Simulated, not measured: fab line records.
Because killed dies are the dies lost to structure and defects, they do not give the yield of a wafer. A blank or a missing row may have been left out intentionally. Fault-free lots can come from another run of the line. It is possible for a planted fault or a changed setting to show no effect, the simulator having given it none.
fab line records -- flow n5-finfet
record: lots: 7, wafers: 18, last-day: 19
route steps=1938 shown ZERO_LAYER@13 WELL_APT@20 BEOL_M4@1111 PASSIVATION@1936
lots that met no fault: from a run of the same line without faults
start-h: hours from the record's first day to the start of the lot's first wafer shown -- wait-h: hours elapsed since this lot's preceding step -- " identical to the entry in the row above -- L1.1+2: one row covering several wafers at once -- - no value present, or no start provided -- * or withheld: withheld -- < > ~ a bound
route shown NAME@n: names a module that has steps shown in the file, with the first one's number in the route -- usual: the fault-free wafers' mean and standard deviation -- same: alike in all rows -- chamber/n: place in a boat -- sites: readings site by site -- _std_site: the values' standard deviation -- _edge_site: inner sites' mean taken away from outer sites' mean -- radius-mm: for every site, how far away it sits from the centre of the wafer -- mask NAME#n: copy n -- behind: tool/chamber where the wafer was last shaped -- hold: why the lot went on hold/how many hours it stayed there/how the hold came to an end -- device: which transistor (n, p or np) failed to switch -- end of line: at the end of the route, the tests of the same wafers -- a step without rows: its recipe alone -- killed: count of dies lost to structure and defects at first sort (not the wafer's yield) -- map: a wafer's dies, marking killed ones x, the rest . and places with no die _
set.NAME: setting as actually run; set.NAME@STEP: the setting as run at that earlier step -- model.NAME: the simulator's own value behind a step, which no gauge read
lots at selected steps of the route; one table per step, one row per wafer
services: the hour from which a tool's chamber was out of use, counted from the record's first day as start-h (under 0 if before that day), plus the number of hours and why
== steps ==
step: N5_ZERO_LAYER_CD_MEAS_11
recipe: target-cd-nm: 2000, landing-energy-ev: 500, detector: se-inlens
usual: cd-nm: 2000.0/2.4
lot.wafer,tool,chamber,start-h,wait-h,cd-nm
L673.1,cd-sem-01,0,12.64,-,1997.0
L673.4,cd-sem-01,0,12.64,-,1999.2
L673.5,cd-sem-01,0,12.64,-,1996.2
L678.1,cd-sem-01,0,42.64,-,1996.6
L678.2,cd-sem-01,0,42.64,-,1999.6
L678.5,cd-sem-01,0,42.64,-,1999.2
L684.1,cd-sem-01,0,78.64,-,2001.6
L684.6,cd-sem-01,0,78.64,-,1998.3
L685.1,cd-sem-02,0,84.77,-,1995.6
L685.5,cd-sem-02,0,84.77,-,1996.3
L690.1,cd-sem-03,0,114.77,-,2003.3
L690.5,cd-sem-03,0,114.77,-,1999.1
L690.6,cd-sem-03,0,114.77,-,2000.6
L694.1,cd-sem-02,0,138.64,-,2001.2
L694.5,cd-sem-02,0,138.64,-,1995.9
L694.6,cd-sem-02,0,138.64,-,1999.8
L696.5,cd-sem-01,0,150.77,-,2001.0
L696.6,cd-sem-01,0,150.77,-,1999.6
step: N5_ZERO_LAYER_DESCUM_16
recipe: chemistry: O2, time-s: 7.9, source-power-w: 50, bias-power-w: 20, pressure-mtorr: 20, rf-frequency-hz: 2.712e+07, temp-c: 40, o2-flow-sccm: 225
usual: drypump-motor-current-A: 5.9/0.52, oes-product-au: 0.78/0.095, rf-vpp-V: 243.5/1.2, showerhead-plenum-p-Torr: 2.11/0.06, throttle-valve-pct: 20.34/0.26
lot.wafer,tool,chamber,start-h,wait-h,drypump-motor-current-A,oes-product-au,rf-hours-counter-h,rf-vpp-V,showerhead-plenum-p-Torr,throttle-valve-pct
L673.1,rie-diel-03,3,12.68,0.0,6.6,0.70,222,242.1,2.15,20.35
L673.4,rie-diel-03,2,12.68,0.0,5.8,0.80,94,243.0,2.12,20.17
L673.5,rie-diel-03,1,12.68,0.0,6.0,0.77,-,244.6,2.17,20.72
L678.1,rie-diel-03,2,42.73,0.1,5.8,0.78,103,241.9,2.11,20.17
L678.2,rie-diel-03,0,42.73,0.1,4.9,0.83,95,243.4,2.11,20.09
L678.5,rie-diel-03,0,42.73,0.1,4.9,0.82,-,243.5,2.11,20.09
L684.1,rie-diel-01,2,78.68,0.0,5.7,0.94,4,243.3,2.14,20.19
L684.6,rie-diel-01,2,78.68,0.0,5.7,0.95,-,242.9,2.14,20.18
L685.1,rie-diel-01,2,84.80,0.0,5.7,0.94,6,246.1,2.13,20.17
L685.5,rie-diel-01,2,84.80,0.0,5.7,0.94,-,244.3,2.13,20.19
L690.1,rie-diel-01,0,114.80,0.0,6.5,0.85,82,244.1,2.11,20.05
L690.5,rie-diel-01,2,114.80,0.0,5.7,0.90,-,244.4,2.13,20.21
L690.6,rie-diel-01,3,114.80,0.0,5.4,0.69,-,243.3,2.08,20.50
L694.1,rie-diel-03,0,138.68,0.0,4.9,0.80,123,243.1,2.10,20.13
L694.5,rie-diel-03,0,138.68,0.0,4.9,0.79,-,244.0,2.10,20.13
L694.6,rie-diel-03,3,138.68,0.0,6.6,0.97,-,244.0,2.14,20.14
L696.5,rie-diel-02,1,150.82,0.0,5.2,0.71,-,241.2,1.98,20.74
L696.6,rie-diel-02,2,150.82,0.0,6.4,0.67,-,242.8,2.04,20.72
step: N5_ZERO_LAYER_ETCH_17
recipe: chemistry: CF4, target: SiO2, target-depth-a: 120, time-s: 13.3, ion-energy-ev: 350, pressure-mtorr: 40, source-w: 450, bias-w: 215, Ar_flow_sccm: 100, cf4-flow-sccm: 100
usual: bias-w: 215.0/0.65, drypump-motor-current-A: 5.9/0.52, oes-product-au: 0.79/0.097, rf-vpp-V: 950/3.9, showerhead-plenum-p-Torr: 2.16/0.057, throttle-valve-pct: 15.59/0.28
lot.wafer,tool,chamber,start-h,wait-h,bias-w,drypump-motor-current-A,oes-product-au,rf-hours-counter-h,rf-vpp-V,showerhead-plenum-p-Torr,throttle-valve-pct
L673.1,rie-diel-03,3,12.71,0.0,215.3,6.6,0.70,222,951,2.20,15.68
L673.4,rie-diel-03,2,12.71,0.0,215.2,5.8,0.78,94,949,2.16,15.43
L673.5,rie-diel-03,1,12.71,0.0,215.1,6.0,0.78,-,955,2.24,16.00
L678.1,rie-diel-03,2,42.77,0.0,214.2,5.8,0.77,103,949,2.16,15.43
L678.2,rie-diel-03,0,42.77,0.0,213.8,4.9,0.82,95,951,2.16,15.32
L678.5,rie-diel-03,0,42.77,0.0,215.7,4.9,0.81,-,949,2.16,15.31
L684.1,rie-diel-01,2,78.71,0.0,215.3,5.7,0.94,4,954,2.19,15.41
L684.6,rie-diel-01,2,78.71,0.0,215.3,5.7,0.93,-,952,2.19,15.40
L685.1,rie-diel-01,2,84.84,0.0,214.4,5.7,0.93,6,952,2.19,15.41
L685.5,rie-diel-01,2,84.84,0.0,215.0,5.7,0.93,-,951,2.19,15.42
L690.1,rie-diel-01,0,114.84,0.0,214.3,6.4,0.85,82,950,2.16,15.39
L690.5,rie-diel-01,2,114.84,0.0,214.9,5.7,0.90,-,952,2.18,15.43
L690.6,rie-diel-01,3,114.84,0.0,214.9,5.3,0.71,-,948,2.12,15.71
L694.1,rie-diel-03,0,138.71,0.0,214.9,4.9,0.79,123,950,2.15,15.38
L694.5,rie-diel-03,0,138.71,0.0,216.0,4.9,0.80,-,949,2.15,15.37
L694.6,rie-diel-03,3,138.71,0.0,215.1,6.6,0.97,-,952,2.19,15.31
L696.5,rie-diel-02,1,150.87,0.0,215.0,5.2,0.70,-,941,2.05,16.00
L696.6,rie-diel-02,2,150.87,0.0,216.0,6.4,0.67,-,948,2.11,16.08
step: N5_ZERO_LAYER_ETCH_18
recipe: chemistry: HBr/Cl2, target: Si, target-depth-a: 1200, time-s: 40, pressure-mtorr: 10, icp-w: 800, bias-w: 75, HBr_flow_sccm: 150, Cl2_flow_sccm: 80
usual: bias-w: 75.00/0.22, drypump-motor-current-A: 6.0/0.37, oes-product-au: 1.000/0.015, throttle-valve-pct: 36.34/0.3
lot.wafer,tool,chamber,start-h,wait-h,bias-w,drypump-motor-current-A,oes-product-au,rf-hours-counter-h,throttle-valve-pct
L673.1,rie-si-05,1,12.79,0.0,75.09,5.7,1.018,58,36.12
L673.4,rie-si-05,0,12.79,0.0,75.52,6.6,1.010,42,36.98
L673.5,rie-si-05,0,12.79,0.0,75.02,6.6,1.000,-,36.99
L678.1,rie-si-05,2,42.84,0.0,75.05,6.5,1.018,107,35.89
L678.2,rie-si-05,1,42.84,0.0,75.20,5.7,1.030,58,36.12
L678.5,rie-si-05,0,42.84,0.0,74.73,6.6,1.002,-,37.00
L684.1,rie-si-05,3,78.80,0.1,74.93,6.5,1.015,197,36.29
L684.6,rie-si-05,2,78.80,0.1,74.80,6.5,1.017,-,35.89
L685.1,rie-si-01,3,84.91,0.0,75.16,6.1,0.989,169,36.55
L685.5,rie-si-01,0,84.91,0.0,74.72,5.5,1.012,-,36.24
L690.1,rie-si-05,1,114.91,0.0,75.32,5.7,1.032,59,36.10
L690.5,rie-si-05,1,114.91,0.0,75.42,5.7,1.030,-,36.10
L690.6,rie-si-05,2,114.91,0.0,74.54,6.5,1.012,-,35.90
L694.1,rie-si-04,0,138.79,0.0,74.76,5.8,0.996,5,36.52
L694.5,rie-si-04,2,138.79,0.0,74.78,5.5,1.020,-,36.17
L694.6,rie-si-04,1,138.79,0.0,75.01,5.8,0.982,-,36.52
L696.5,rie-si-04,1,150.95,0.1,74.98,5.7,0.983,-,36.52
L696.6,rie-si-04,0,150.95,0.1,75.08,5.8,0.995,-,36.50
step: N5_ZERO_LAYER_STRIP_24
recipe: chemistry: O2, power-w: 1000, temp-c: 250, overash-fraction: 0.3, pressure-mtorr: 1000, o2-flow-sccm: 6750
usual: drypump-motor-current-A: 6.18/0.21, heater-power-w: 354/30, oes-product-au: 0.647/0.0044, strip-time-to-endpoint-s: 43.86/0.1
same: overash-fraction: 0.3
lot.wafer,tool,chamber,start-h,wait-h,drypump-motor-current-A,heater-power-w,oes-product-au,rf-hours-counter-h,strip-time-to-endpoint-s
L673.1,plasma-asher-01,0,12.89,0.1,6.11,363,0.648,21,43.72
L673.4,plasma-asher-01,0,12.89,0.1,6.09,365,0.643,-,43.82
L673.5,plasma-asher-01,1,12.89,0.1,6.12,343,0.643,-,43.83
L678.1,plasma-asher-02,1,42.95,0.1,6.54,379,0.648,91,44.02
L678.2,plasma-asher-02,0,42.95,0.1,5.96,308,0.646,91,43.89
L678.5,plasma-asher-02,1,42.95,0.1,6.56,400,0.654,-,44.06
L684.1,plasma-asher-01,0,78.98,0.1,6.12,372,0.647,33,43.76
L684.6,plasma-asher-01,1,78.98,0.1,6.12,346,0.643,-,43.83
L685.1,plasma-asher-02,0,85.02,0.1,5.99,299,0.646,99,43.88
L685.5,plasma-asher-02,1,85.02,0.1,6.54,393,0.641,-,43.82
L690.1,plasma-asher-01,0,115.03,0.1,6.11,361,0.647,41,43.87
L690.5,plasma-asher-01,0,115.03,0.1,6.09,372,0.656,-,43.82
L690.6,plasma-asher-01,1,115.03,0.1,6.11,355,0.649,-,43.90
L694.1,plasma-asher-01,1,138.89,0.1,6.13,352,0.646,46,43.65
L694.5,plasma-asher-01,0,138.89,0.1,6.10,359,0.650,-,43.61
L694.6,plasma-asher-01,1,138.89,0.1,6.11,360,0.644,-,43.62
L696.5,plasma-asher-02,1,151.06,0.1,6.54,393,0.648,-,43.84
L696.6,plasma-asher-02,0,151.06,0.1,5.98,302,0.646,-,43.97
step: N5_ZERO_LAYER_STRIP_19
recipe: chemistry: SPM, time-s: 900, temp-c: 130, h2so4-h2o2-vol-ratio: 4, dry: ipa-marangoni
step: N5_ZERO_LAYER_INSPECT_20
recipe: inspect-instrument: darkfield, mode: post-clean
usual: raw-defect-count: 36/19
lot.wafer,tool,chamber,start-h,wait-h,raw-defect-count
L673.1,defect-inspect-02,-,13.25,0.0,38
L673.4,defect-inspect-02,-,13.25,0.0,24
L673.5,defect-inspect-02,-,13.25,0.0,26
L678.1,defect-inspect-01,-,43.31,0.0,22
L678.2,defect-inspect-01,-,43.31,0.0,9
L678.5,defect-inspect-01,-,43.31,0.0,8
L684.1,defect-inspect-02,-,79.34,0.0,31
L684.6,defect-inspect-02,-,79.34,0.0,50
L685.1,defect-inspect-02,-,85.38,0.0,56
L685.5,defect-inspect-02,-,85.38,0.0,51
L690.1,defect-inspect-01,-,115.39,0.0,45
L690.5,defect-inspect-01,-,115.39,0.0,37
L690.6,defect-inspect-01,-,115.39,0.0,78
L694.1,defect-inspect-02,-,139.25,0.0,19
L694.5,defect-inspect-02,-,139.25,0.0,20
L694.6,defect-inspect-02,-,139.25,0.0,20
L696.5,defect-inspect-01,-,151.40,0.0,96
L696.6,defect-inspect-01,-,151.40,0.0,84
step: N5_WELL_APT_HMDS_01
recipe: time-s: 60, temp-c: 120
step: N5_WELL_APT_COAT_02
recipe: spin-rpm: 1357, resist-thk-nm: 950
step: N5_WELL_APT_EBR_04
recipe: solvent: PGMEA, ebr-width-mm: 1.5
step: N5_WELL_APT_SOFTBAKE_03
recipe: temp-c: 130, time-s: 60
step: N5_WELL_APT_EXPOSE_05
recipe: mask-id: NWELL, na: 0.8, source-shape: conventional, sigma-outer: 0.8, polarization: unpolarized, defocus-nm: 0, target-cd-nm: 200, dose-mj: 20.3
step: N5_WELL_APT_PEB_06
recipe: peb-temp-c: 130, peb-time-s: 90
lot.wafer,tool,chamber,start-h,wait-h
L673.1+4+5,litho-track-05,0,13.57,0.1
L678.1+2+5,litho-track-05,0,43.62,0.1
L684.1+6,litho-track-05,0,79.65,0.1
L685.1+5,litho-track-05,0,85.57,0.1
L690.1+5+6,litho-track-04,0,115.71,0.1
L694.1+5+6,litho-track-04,0,139.44,0.1
L696.5+6,litho-track-01,0,151.59,0.0
step: N5_WELL_APT_DEVELOP_07
recipe: develop-time-s: 45, rinse-liquid: surfactant-rinse, dry: air-spin, dev-temp-c: 21
step: N5_WELL_APT_HARDBAKE_12
recipe: temp-c: 130, time-s: 120
step: N5_WELL_APT_CD_MEAS_08
recipe: target-cd-nm: 200, landing-energy-ev: 500, detector: se-inlens
usual: cd-nm: 199.2/1.8
lot.wafer,tool,chamber,start-h,wait-h,cd-nm
L673.1,cd-sem-02,0,13.68,-,198.5
L673.4,cd-sem-02,0,13.68,-,195.1
L673.5,cd-sem-02,0,13.68,-,196.9
L678.1,cd-sem-01,0,43.74,-,200.6
L678.2,cd-sem-01,0,43.74,-,200.1
L678.5,cd-sem-01,0,43.74,-,202.8
L684.1,cd-sem-03,0,79.77,-,200.4
L684.6,cd-sem-03,0,79.77,-,199.9
L685.1,cd-sem-01,0,85.68,-,201.5
L685.5,cd-sem-01,0,85.68,-,200.3
L690.1,cd-sem-03,0,115.82,-,197.1
L690.5,cd-sem-03,0,115.82,-,198.9
L690.6,cd-sem-03,0,115.82,-,200.7
L694.1,cd-sem-02,0,139.56,-,198.9
L694.5,cd-sem-02,0,139.56,-,197.9
L694.6,cd-sem-02,0,139.56,-,196.1
L696.5,cd-sem-02,0,151.71,-,199.7
L696.6,cd-sem-02,0,151.71,-,200.6
step: N5_WELL_APT_OVL_MEAS_09
recipe: points-per-wafer: 44
usual: NWELL_OVL: 1/4.8
lot.wafer,tool,chamber,start-h,wait-h,NWELL_OVL[nm]
L673.1,overlay-02,0,13.71,0.0,-3
L673.4,overlay-02,0,13.71,0.0,-3
L673.5,overlay-02,0,13.71,0.0,-1
L678.1,overlay-02,0,43.77,0.0,3
L678.2,overlay-02,0,43.77,0.0,4
L678.5,overlay-02,0,43.77,0.0,1
L684.1,overlay-01,0,79.80,0.0,-3
L684.6,overlay-01,0,79.80,0.0,-1
L685.1,overlay-01,0,85.71,0.0,0
L685.5,overlay-01,0,85.71,0.0,3
L690.1,overlay-02,0,115.85,0.0,4
L690.5,overlay-02,0,115.85,0.0,-2
L690.6,overlay-02,0,115.85,0.0,2
L694.1,overlay-01,0,139.59,0.0,-4
L694.5,overlay-01,0,139.59,0.0,-6
L694.6,overlay-01,0,139.59,0.0,-2
L696.5,overlay-01,0,151.74,0.0,5
L696.6,overlay-01,0,151.74,0.0,3
step: N5_WELL_APT_INSPECT_10
recipe: mode: adi, inspect-instrument: macro
usual: raw-defect-count: 2.1/1.5
lot.wafer,tool,chamber,start-h,wait-h,raw-defect-count
L673.1,defect-inspect-02,-,13.73,0.0,1
L673.4,defect-inspect-02,-,13.73,0.0,1
L673.5,defect-inspect-02,-,13.73,0.0,1
L678.1,defect-inspect-01,-,43.79,0.0,2
L678.2,defect-inspect-01,-,43.79,0.0,4
L678.5,defect-inspect-01,-,43.79,0.0,3
L684.1,defect-inspect-01,-,79.82,0.0,4
L684.6,defect-inspect-01,-,79.82,0.0,2
L685.1,defect-inspect-01,-,85.73,0.0,2
L685.5,defect-inspect-01,-,85.73,0.0,2
L690.1,defect-inspect-02,-,115.87,0.0,4
L690.5,defect-inspect-02,-,115.87,0.0,4
L690.6,defect-inspect-02,-,115.87,0.0,2
L694.1,defect-inspect-01,-,139.61,0.0,2
L694.5,defect-inspect-01,-,139.61,0.0,1
L694.6,defect-inspect-01,-,139.61,0.0,6
L696.5,defect-inspect-01,-,151.76,0.0,0
L696.6,defect-inspect-01,-,151.76,0.0,5
step: N5_WELL_APT_DESCUM_13
recipe: chemistry: O2, time-s: 7.9, source-power-w: 50, bias-power-w: 20, pressure-mtorr: 20, rf-frequency-hz: 2.712e+07, temp-c: 40, o2-flow-sccm: 225
usual: drypump-motor-current-A: 5.6/0.46, oes-product-au: 0.78/0.071, rf-vpp-V: 243.3/1.5, showerhead-plenum-p-Torr: 2.10/0.082, throttle-valve-pct: 20.43/0.25
lot.wafer,tool,chamber,start-h,wait-h,drypump-motor-current-A,oes-product-au,rf-hours-counter-h,rf-vpp-V,showerhead-plenum-p-Torr,throttle-valve-pct,model.WELL_APT.cd-nm
L673.1,rie-diel-05,3,14.04,0.3,5.5,0.73,165,246.5,2.18,20.69,198.7
L673.4,rie-diel-05,2,14.04,0.3,5.2,0.70,232,241.5,1.97,20.26,195.3
L673.5,rie-diel-05,2,14.04,0.3,5.2,0.70,-,242.4,1.97,20.27,197
L678.1,rie-diel-04,2,43.82,0.0,5.8,0.85,42,242.8,2.14,20.51,200.5
L678.2,rie-diel-04,3,43.82,0.0,5.8,0.81,105,241.3,2.02,20.49,200.3
L678.5,rie-diel-04,1,43.82,0.0,5.9,0.76,-,245.5,2.18,20.07,202.6
L684.1,rie-diel-05,0,79.86,0.0,6.4,0.79,127,241.8,2.01,20.31,200.6
L684.6,rie-diel-05,3,79.86,0.0,5.5,0.71,-,246.9,2.17,20.73,200.3
L685.1,rie-diel-06,1,86.08,0.3,5.8,0.79,111,241.6,2.02,20.45,201.7
L685.5,rie-diel-06,2,86.08,0.3,4.9,0.69,-,242.0,2.09,20.16,200.3
L690.1,rie-diel-05,3,116.21,0.3,5.6,0.69,201,246.1,2.16,20.76,197.5
L690.5,rie-diel-05,1,116.21,0.3,5.2,0.71,-,244.7,2.17,20.83,199.7
L690.6,rie-diel-05,0,116.21,0.3,6.4,0.77,-,242.0,2.00,20.33,200.8
L694.1,rie-diel-04,3,139.64,0.0,5.8,0.78,140,242.5,2.00,20.56,198.7
L694.5,rie-diel-04,0,139.64,0.0,4.8,0.85,-,244.2,2.11,20.13,198.1
L694.6,rie-diel-04,1,139.64,0.0,5.9,0.74,-,244.9,2.17,20.10,196.2
L696.5,rie-diel-05,3,152.45,0.7,5.6,0.68,-,243.3,2.16,20.78,199.8
L696.6,rie-diel-05,1,152.45,0.7,5.1,0.70,-,244.0,2.16,20.89,200.6
step: N5_WELL_APT_IMPLANT_14
recipe: species: P, energy-kev: 160, dose-cm2: 1.5e+13, tilt-deg: 0, rotation-deg: 0
step: N5_BEOL_M4_RC_MEAS_101
usual: DIBL_N: 37.2/2.1, DIBL_P: 37.3/2.3, IOFF_N: 0.18/0.041, IOFF_P: 0.24/0.042, ION_N: 680/13, ION_P: 466/7.7, SS_N: 71.8/0.68, SS_P: 73.5/0.66, VT_N: 249/3.6, VT_P: -248/3.4
lot.wafer,tool,chamber,start-h,wait-h,DIBL_N[mV/V],DIBL_P[mV/V],IOFF_N[nA/um],IOFF_P[nA/um],ION_N[uA/um],ION_P[uA/um],SS_N[mV/dec],SS_P[mV/dec],VT_N[mV],VT_P[mV]
L673.1,prober-02,0,175.95,0.0,40.5,41.3,0.23,0.31,683,466,72.5,74.0,246,-246
L673.4,prober-02,0,175.95,0.0,37.9,37.6,0.18,0.23,689,467,71.7,73.4,251,-248
L673.5,prober-02,0,175.95,0.0,39.8,39.2,0.22,0.26,676,460,71.9,73.7,245,-248
L678.1,prober-02,0,204.82,0.0,38.8,39.1,0.24,0.31,688,481,72.7,74.5,241,-241
L678.2,prober-02,0,204.82,0.0,36.3,36.9,0.18,0.26,681,472,71.4,73.7,246,-245
L678.5,prober-02,0,204.82,0.0,36.4,35.6,0.18,0.24,674,469,72.4,73.9,248,-246
L684.1,prober-01,0,229.21,0.2,38.3,37.2,0.19,0.24,686,468,71.4,73.2,245,-246
L684.6,prober-01,0,229.21,0.2,38.4,35.9,0.15,0.20,665,453,71.1,72.9,252,-251
L685.1,prober-01,0,261.95,0.2,41.1,41.6,0.26,0.31,694,466,72.6,74.0,240,-247
L685.5,prober-01,0,261.95,0.2,39.7,39.4,0.22,0.27,696,471,72.9,74.5,244,-249
L690.1,prober-01,0,305.27,0.0,37.9,39.1,0.20,0.27,687,473,72.3,73.9,249,-246
L690.5,prober-01,0,305.27,0.0,36.0,36.8,0.16,0.23,673,468,71.4,73.3,250,-248
L690.6,prober-01,0,305.27,0.0,35.9,37.1,0.16,0.23,677,469,70.9,73.5,249,-247
L694.1,prober-02,0,333.14,0.0,36.8,36.7,0.17,0.21,680,462,72.4,73.4,250,-252
L694.5,prober-02,0,333.14,0.0,35.1,36.1,0.15,0.20,685,466,71.2,74.2,249,-252
L694.6,prober-02,0,333.14,0.0,37.7,37.5,0.19,0.22,685,460,72.2,73.7,248,-251
L696.5,prober-02,0,336.51,0.6,39.7,40.4,0.25,0.33,698,472,72.4,74.7,246,-243
L696.6,prober-02,0,336.51,0.6,39.6,39.7,0.24,0.31,690,468,72.3,74.9,247,-244
step: N5_PASSIVATION_PROBE_49
usual: defect-limited-yield: 91.0/1.6, killed_at_M0_to_M3: 35/11, killed_at_M4_up: 14/5.3, killed-at-contacts: 13/6.7, killed-at-front-end: 41/12, killed-at-other: 3.9/2.7, killed-dies: 106/19, killed-open: 70/14, killed-short: 35/8.8, sort_bin_4_leakage: 0.01/0.058, sort_bin_5_function: 5.3/1, sort_bin_6_memory: 3.3/0.81, sort_bin_8_speed: 0.00/0.0072, sort-n-pass: 1073/19, sort-yield-pct: 91.0/1.6
same: gross-dies: 1180, killed-at-back-side: 0
lot.wafer,tool,chamber,start-h,wait-h,defect-limited-yield[%],killed_at_M0_to_M3,killed_at_M4_up,killed-at-contacts,killed-at-front-end,killed-at-other,killed-dies,killed-open,killed-short,sort_bin_4_leakage[%],sort_bin_5_function[%],sort_bin_6_memory[%],sort_bin_8_speed[%],sort-n-pass,sort-yield-pct[%]
L690.1,prober-02,-,408.95,0.0,88.2,29,30,20,54,6,139,102,34,0,6.7,4.5,0,1041,88.2
L690.5,prober-02,-,409.15,0.2,87.8,27,13,17,83,4,144,102,42,0,6.9,4.7,0,1036,87.8
L690.6,prober-02,-,409.20,0.3,89.8,39,10,16,48,7,120,79,41,0,6.0,3.7,0,1060,89.8
L694.1,prober-01,-,442.32,0.0,91.9,26,20,17,24,9,96,65,28,0,4.7,3.0,0,1084,91.9
L694.5,prober-01,-,442.52,0.2,90.2,35,22,12,46,1,116,86,28,0,5.3,4.1,0,1064,90.2
L694.6,prober-01,-,442.57,0.3,88.9,53,20,10,47,1,131,91,38,0,6.4,4.2,0,1049,88.9
L696.5,prober-01,-,450.51,0.5,92.7,36,7,14,29,0,86,59,27,0,4.4,2.9,0,1094,92.7
L696.6,prober-01,-,450.56,0.6,91.4,22,9,10,59,2,102,64,38,0,5.3,3.0,0,1078,91.4
killed by level:class
L690.1 BEOL_M4:geometric-particle:open=19 MOL_CONTACT_COAG:geometric-particle:open=17 STI_FIN_REVEAL:geometric-particle:open=12 BEOL_M0_SAQP:geometric-particle:open=12 FIN_SAQP:geometric-particle:short=11 DUMMY_GATE:geometric-particle:open=10 FIN_SAQP:geometric-particle:open=8 STI_FIN_REVEAL:geometric-particle:short=7
L690.5 STI_FIN_REVEAL:geometric-particle:open=37 FIN_SAQP:geometric-particle:short=14 MOL_CONTACT_COAG:geometric-particle:open=14 FIN_SAQP:geometric-particle:open=11 BEOL_M3:geometric-particle:open=8 BEOL_M0_SAQP:geometric-particle:short=6 DUMMY_GATE:geometric-particle:open=5 BEOL_M4:geometric-particle:open=4
L690.6 FIN_SAQP:geometric-particle:open=14 MOL_CONTACT_COAG:geometric-particle:open=14 BEOL_M0_SAQP:geometric-particle:short=11 BEOL_M0_SAQP:geometric-particle:open=10 FIN_SAQP:geometric-particle:short=8 BEOL_M1:geometric-particle:open=7 STI_FIN_REVEAL:geometric-particle:open=6 DUMMY_GATE:geometric-particle:open=6
L694.1 MOL_CONTACT_COAG:geometric-particle:open=15 BEOL_M4:geometric-particle:open=11 BEOL_M0_SAQP:geometric-particle:open=8 FIN_SAQP:geometric-particle:short=6 BEOL_M3:geometric-particle:open=5 BEOL_M1:geometric-particle:open=4 FIN_SAQP:geometric-particle:open=3 DUMMY_GATE:geometric-particle:open=3
L694.5 BEOL_M4:geometric-particle:open=13 FIN_SAQP:geometric-particle:short=11 MOL_CONTACT_COAG:geometric-particle:open=11 STI_FIN_REVEAL:geometric-particle:open=8 BEOL_M2:geometric-particle:open=8 BEOL_M0_SAQP:geometric-particle:open=8 FIN_SAQP:geometric-particle:open=7 BEOL_M1:geometric-particle:open=7
L694.6 BEOL_M3:geometric-particle:open=15 STI_FIN_REVEAL:geometric-particle:open=13 BEOL_M1:geometric-particle:open=12 BEOL_M4:geometric-particle:open=10 BEOL_M2:geometric-particle:open=8 BEOL_M0_SAQP:geometric-particle:short=7 FIN_SAQP:geometric-particle:short=6 DUMMY_GATE:geometric-particle:open=5
L696.5 MOL_CONTACT_COAG:geometric-particle:open=13 BEOL_M1:geometric-particle:open=12 BEOL_M0_SAQP:geometric-particle:open=9 FIN_SAQP:geometric-particle:short=7 FIN_SAQP:geometric-particle:open=4 STI_FIN_REVEAL:geometric-particle:open=4 BEOL_M3:geometric-particle:open=4 BEOL_M3:geometric-particle:short=4
L696.6 FIN_SAQP:geometric-particle:open=17 MOL_CONTACT_COAG:geometric-particle:open=8 DUMMY_GATE:geometric-particle:open=7 GATE_CUT:geometric-particle:short=7 STI_FIN_REVEAL:geometric-particle:open=5 DUMMY_GATE:geometric-particle:short=4 BEOL_M0_SAQP:geometric-particle:short=4 STARTING-WAFER:geometric-particle:open=4
== services ==
tool,chamber,start-h,hours,kind
rie-si-05,2,4.05,4.9,repair
plasma-asher-01,-,6.24,6.4,repair
rie-diel-01,0,13.24,2.6,repair
rie-diel-01,1,23.11,-,clean
rie-diel-01,1,23.11,-,consumable-replace:focus-ring
rie-diel-01,1,23.11,-,consumable-replace:showerhead
rie-diel-01,1,23.11,25.6,scheduled-down
rie-diel-01,1,23.11,25.6,vent-cycle
rie-si-04,2,26.88,1.1,repair
rie-diel-02,-,28.76,0.9,repair
rie-diel-05,-,38.45,3.1,repair
rie-diel-04,1,47.31,3.7,repair
rie-diel-01,2,48.74,-,clean
rie-diel-01,2,48.74,-,consumable-replace:focus-ring
rie-diel-03,1,55.48,3.0,repair
rie-diel-04,1,72.66,7.5,repair
rie-diel-01,1,74.60,31.8,repair
plasma-asher-02,-,81.42,2.8,pm
rie-diel-05,2,89.97,4.8,repair
rie-diel-04,1,106.99,5.1,repair
rie-diel-03,3,108.72,-,clean
rie-diel-03,3,108.72,-,consumable-replace:focus-ring
rie-si-05,2,118.13,4.7,repair
rie-diel-05,0,147.50,7.9,repair
== key ==
first-sign none at tools or gauges
model-effect: step: N5_WELL_APT_DESCUM_13, value: WELL_APT.cd-nm, without: 197.5, struck: 200.9
met-at N5_WELL_APT_PEB_06
struck-wafers L678.1,L684.1,L685.1
onset-between 13.57 43.62
fault: kind: process-parameter-drift, tool: litho-track-05, chamber: -, onset-h: 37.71, steps: N5_WELL_APT_PEB_06, channel: peb-time-s, offset: *, shape: step, end-h: 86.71, scope: struck-wafers-only, acts-in: *, stated: *
